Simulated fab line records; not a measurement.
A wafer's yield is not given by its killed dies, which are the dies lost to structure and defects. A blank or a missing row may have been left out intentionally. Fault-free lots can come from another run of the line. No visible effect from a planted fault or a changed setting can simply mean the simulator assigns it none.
What tool caused it? :: flow nand_harc :: 14 lots, 42 wafers sampled, at 5 steps of a route of 1159

## WHAT THE GAUGES SHOWED, per wafer
NHARC_A_BONDPAD_CD_MEAS_09: target cd 500 nm.
lot: L787
measured: day 18 12:28
on: cd_sem-03
cd_nm (nm): 500.5 498.6 500.1

lot: L789
measured: day 18 09:03
on: cd_sem-03
cd_nm (nm): 500.6 499.1 502.6

lot: L788
measured: day 18 09:13
on: cd_sem-01
cd_nm (nm): 502.4 503.0 500.0

lot: L790
measured: day 19 13:13
on: cd_sem-03
cd_nm (nm): 499.7 502.0 502.1

lot: L791
measured: day 19 17:32
on: cd_sem-03
cd_nm (nm): 497.1 501.2 498.6

lot: L792
measured: day 18 23:26
on: cd_sem-02
cd_nm (nm): 498.6 499.2 502.6

lot: L793
measured: day 19 03:07
on: cd_sem-03
cd_nm (nm): 497.6 497.7 496.8

lot: L794
measured: day 19 20:02
on: cd_sem-01
cd_nm (nm): 504.1 502.8 503.0

lot: L799
measured: day 21 12:03
on: cd_sem-02
cd_nm (nm): 505.1 499.4 501.9

lot: L803
measured: day 22 12:25
on: cd_sem-03
cd_nm (nm): 499.0 498.6 496.6

lot: L804
measured: day 22 17:05
on: cd_sem-03
cd_nm (nm): 500.8 501.6 499.6

lot: L805
measured: day 22 20:28
on: cd_sem-01
cd_nm (nm): 501.4 501.0 503.6

lot: L806
measured: day 22 18:33
on: cd_sem-01
cd_nm (nm): 500.5 499.6 501.8

lot: L809
measured: day 23 16:16
on: cd_sem-03
cd_nm (nm): 498.4 501.9 500.4

NHARC_END_SORT_01.
lot: L799
measured: day 22 21:49
on: prober-01
killed_at_array: 116 136 134
killed_at_other: 0 0 1
killed_at_periphery: 4 9 4
killed_dies: 120 145 139
killed_open: 2 3 3
killed_short: 2 3 1

lot: L803
measured: day 23 20:22
on: prober-02
killed_at_array: 134 137 133
killed_at_other: 0 0 0
killed_at_periphery: 1 0 2
killed_dies: 135 137 135
killed_open: 2 3 2
killed_short: 1 1 0

## WHICH TOOL RAN EACH LOT (tool, then ch and the chambers of the sampled wafers, then the start)
lot: L787
NHARC_A_ONON_D1_DEP_25: pecvd_onon-03 ch 0, day 8 00:26
NHARC_A_M1_STRIP_18: rie_diel-07 ch 0,1, day 18 08:16
NHARC_A_M1_ANNEAL_31: rtp_anneal-02 ch 0, day 18 09:42

lot: L789
NHARC_A_ONON_D1_DEP_25: pecvd_onon-03 ch 0, day 8 05:47
NHARC_A_M1_STRIP_18: rie_diel-10 ch 0,2,3, day 18 04:41
NHARC_A_M1_ANNEAL_31: rtp_anneal-02 ch 0, day 18 06:05

lot: L788
NHARC_A_ONON_D1_DEP_25: pecvd_onon-04 ch 0, day 8 05:58
NHARC_A_M1_STRIP_18: rie_diel-12 ch 0,3, day 18 04:28
NHARC_A_M1_ANNEAL_31: rtp_anneal-01 ch 0, day 18 06:22

lot: L790
NHARC_A_ONON_D1_DEP_25: pecvd_onon-02 ch 0, day 9 02:50
NHARC_A_M1_STRIP_18: rie_diel-07 ch 1,2, day 19 08:47
NHARC_A_M1_ANNEAL_31: rtp_anneal-02 ch 0, day 19 10:15

lot: L791
NHARC_A_ONON_D1_DEP_25: pecvd_onon-03 ch 0, day 9 02:56
NHARC_A_M1_STRIP_18: rie_diel-10 ch 1,2,3, day 19 13:30
NHARC_A_M1_ANNEAL_31: rtp_anneal-02 ch 0, day 19 14:56

lot: L792
NHARC_A_ONON_D1_DEP_25: pecvd_onon-03 ch 0, day 9 07:52
NHARC_A_M1_STRIP_18: rie_diel-12 ch 0,1,3, day 18 19:08
NHARC_A_M1_ANNEAL_31: rtp_anneal-02 ch 0, day 18 20:29

lot: L793
NHARC_A_ONON_D1_DEP_25: pecvd_onon-04 ch 0, day 9 07:59
NHARC_A_M1_STRIP_18: rie_diel-12 ch 0,1,2, day 18 23:10
NHARC_A_M1_ANNEAL_31: rtp_anneal-02 ch 0, day 19 00:35

lot: L794
NHARC_A_ONON_D1_DEP_25: pecvd_onon-03 ch 0, day 9 18:41
NHARC_A_M1_STRIP_18: rie_diel-12 ch 1,2,3, day 19 15:28
NHARC_A_M1_ANNEAL_31: rtp_anneal-01 ch 0, day 19 17:20

lot: L799
NHARC_A_ONON_D1_DEP_25: pecvd_onon-02 ch 0, day 11 19:29
NHARC_A_M1_STRIP_18: rie_diel-10 ch 1,2, day 21 07:55
NHARC_A_M1_ANNEAL_31: rtp_anneal-01 ch 0, day 21 09:18

lot: L803
NHARC_A_ONON_D1_DEP_25: pecvd_onon-02 ch 0, day 12 02:05
NHARC_A_M1_STRIP_18: rie_diel-10 ch 0,1,2, day 22 08:11
NHARC_A_M1_ANNEAL_31: rtp_anneal-01 ch 0, day 22 09:36

lot: L804
NHARC_A_ONON_D1_DEP_25: pecvd_onon-04 ch 0, day 12 06:38
NHARC_A_M1_STRIP_18: rie_diel-12 ch 0,2, day 22 12:54
NHARC_A_M1_ANNEAL_31: rtp_anneal-01 ch 0, day 22 14:19

lot: L805
NHARC_A_ONON_D1_DEP_25: pecvd_onon-04 ch 0, day 12 17:43
NHARC_A_M1_STRIP_18: rie_diel-12 ch 0,2,3, day 22 16:03
NHARC_A_M1_ANNEAL_31: rtp_anneal-02 ch 0, day 22 17:41

lot: L806
NHARC_A_ONON_D1_DEP_25: pecvd_onon-03 ch 0, day 12 17:50
NHARC_A_M1_STRIP_18: rie_diel-10 ch 1,2,3, day 22 14:01
NHARC_A_M1_ANNEAL_31: rtp_anneal-01 ch 0, day 22 15:29

lot: L809
NHARC_A_ONON_D1_DEP_25: pecvd_onon-04 ch 0, day 13 14:04
NHARC_A_M1_STRIP_18: rie_diel-12 ch 0,1,2, day 23 12:02
NHARC_A_M1_ANNEAL_31: rtp_anneal-02 ch 0, day 23 13:39
- NHARC_A_ONON_D1_DEP_25: target thk 1000 nm.
- NHARC_A_M1_STRIP_18: strips in N2/H2.
- NHARC_A_M1_ANNEAL_31: time 90 s.

## AS READ BY THE TOOLS THEMSELVES (means over the sampled wafers that have a number; for cases with no such wafer, the mark the record gives instead)
NHARC_A_M1_STRIP_18.
lot: L787
tool: rie_diel-07
drypump_motor_current_A (A): 5.2
h2_flow_sccm (sccm): 150.0
oes_product_au (a.u.): 0.993
rf_vpp_V (V): 90.6
showerhead_plenum_p_Torr (Torr): 2.07
throttle_valve_pct (%): 14.163

lot: L789
tool: rie_diel-10
drypump_motor_current_A (A): 5.5
h2_flow_sccm (sccm): 150.5
oes_product_au (a.u.): 0.996
rf_vpp_V (V): 91.0
showerhead_plenum_p_Torr (Torr): 2.06
throttle_valve_pct (%): 14.176

lot: L788
tool: rie_diel-12
drypump_motor_current_A (A): 6.0
h2_flow_sccm (sccm): 150.0
oes_product_au (a.u.): 0.999
rf_vpp_V (V): 90.7
showerhead_plenum_p_Torr (Torr): 2.11
throttle_valve_pct (%): 14.158

lot: L790
tool: rie_diel-07
drypump_motor_current_A (A): 5.5
h2_flow_sccm (sccm): 150.0
oes_product_au (a.u.): 0.996
rf_vpp_V (V): 91.1
showerhead_plenum_p_Torr (Torr): 2.08
throttle_valve_pct (%): 14.162

lot: L791
tool: rie_diel-10
drypump_motor_current_A (A): 5.6
h2_flow_sccm (sccm): 149.9
oes_product_au (a.u.): 0.994
rf_vpp_V (V): 90.2
showerhead_plenum_p_Torr (Torr): 2.07
throttle_valve_pct (%): 14.169

lot: L792
tool: rie_diel-12
drypump_motor_current_A (A): 5.9
h2_flow_sccm (sccm): 149.7
oes_product_au (a.u.): 0.991
rf_vpp_V (V): 91.4
showerhead_plenum_p_Torr (Torr): 2.11
throttle_valve_pct (%): 14.169

lot: L793
tool: rie_diel-12
drypump_motor_current_A (A): 6.2
h2_flow_sccm (sccm): 149.5
oes_product_au (a.u.): 0.996
rf_vpp_V (V): 91.1
showerhead_plenum_p_Torr (Torr): 2.19
throttle_valve_pct (%): 14.168

lot: L794
tool: rie_diel-12
drypump_motor_current_A (A): 5.7
h2_flow_sccm (sccm): 150.0
oes_product_au (a.u.): 0.996
rf_vpp_V (V): 90.7
showerhead_plenum_p_Torr (Torr): 2.11
throttle_valve_pct (%): 14.171

lot: L799
tool: rie_diel-10
drypump_motor_current_A (A): 5.4
h2_flow_sccm (sccm): 149.6
oes_product_au (a.u.): 1.003
rf_vpp_V (V): 91.7
showerhead_plenum_p_Torr (Torr): 2.11
throttle_valve_pct (%): 14.169

lot: L803
tool: rie_diel-10
drypump_motor_current_A (A): 5.4
h2_flow_sccm (sccm): 150.1
oes_product_au (a.u.): 0.990
rf_vpp_V (V): 90.6
showerhead_plenum_p_Torr (Torr): 2.02
throttle_valve_pct (%): 14.170

lot: L804
tool: rie_diel-12
drypump_motor_current_A (A): 6.0
h2_flow_sccm (sccm): 150.0
oes_product_au (a.u.): 1.000
rf_vpp_V (V): 90.8
showerhead_plenum_p_Torr (Torr): 2.20
throttle_valve_pct (%): 14.178

lot: L805
tool: rie_diel-12
drypump_motor_current_A (A): 5.8
h2_flow_sccm (sccm): 149.9
oes_product_au (a.u.): 0.993
rf_vpp_V (V): 89.8
showerhead_plenum_p_Torr (Torr): 2.11
throttle_valve_pct (%): 14.176

lot: L806
tool: rie_diel-10
drypump_motor_current_A (A): 5.6
h2_flow_sccm (sccm): 150.4
oes_product_au (a.u.): 1.005
rf_vpp_V (V): 90.4
showerhead_plenum_p_Torr (Torr): 2.07
throttle_valve_pct (%): 14.181

lot: L809
tool: rie_diel-12
drypump_motor_current_A (A): 6.2
h2_flow_sccm (sccm): 150.0
oes_product_au (a.u.): 0.996
rf_vpp_V (V): 91.8
showerhead_plenum_p_Torr (Torr): 2.19
throttle_valve_pct (%): 14.172

NHARC_A_M1_ANNEAL_31.
lot: L787
tool: rtp_anneal-02
wafer_temp_C_max: 226.06

lot: L789
tool: rtp_anneal-02
wafer_temp_C_max: 226.03

lot: L788
tool: rtp_anneal-01
wafer_temp_C_max: 225.81

lot: L790
tool: rtp_anneal-02
wafer_temp_C_max: 225.97

lot: L791
tool: rtp_anneal-02
wafer_temp_C_max: 226.25

lot: L792
tool: rtp_anneal-02
wafer_temp_C_max: 226.02

lot: L793
tool: rtp_anneal-02
wafer_temp_C_max: 226.13

lot: L794
tool: rtp_anneal-01
wafer_temp_C_max: 225.88

lot: L799
tool: rtp_anneal-01
wafer_temp_C_max: 226.06

lot: L803
tool: rtp_anneal-01
wafer_temp_C_max: 225.98

lot: L804
tool: rtp_anneal-01
wafer_temp_C_max: 226.02

lot: L805
tool: rtp_anneal-02
wafer_temp_C_max: 225.94

lot: L806
tool: rtp_anneal-01
wafer_temp_C_max: 225.89

lot: L809
tool: rtp_anneal-02
wafer_temp_C_max: 226.20

## THE ANSWER, worked out from the rows above alone
Rule: usual is defined by the lots themselves. The widest of any qualifying gaps counts: lots, ordered by their means at a reading, are off when they make up no more than a third of the lots, leave a main group of 4 or more, and stand apart from it by 3 or more times the standard deviation of that group's means. A main group is skipped when, at the precision printed for the reading in the tables above, its means are all equal. Also off: a lot with no number at a reading for which 4 or more lots have one. All remaining lots with rows at the step are treated as sound. After the gauges, taken in route order, come the tools' own readings; for these a lot's mean is taken, as printed above. The first step at which some lot is off is used, and at that step the reading that is off furthest; a lot without a number counts as furthest.
No lot is off on any of the readings shown, so nothing can be concluded from this.

## WHAT THE SIMULATOR PUT IN
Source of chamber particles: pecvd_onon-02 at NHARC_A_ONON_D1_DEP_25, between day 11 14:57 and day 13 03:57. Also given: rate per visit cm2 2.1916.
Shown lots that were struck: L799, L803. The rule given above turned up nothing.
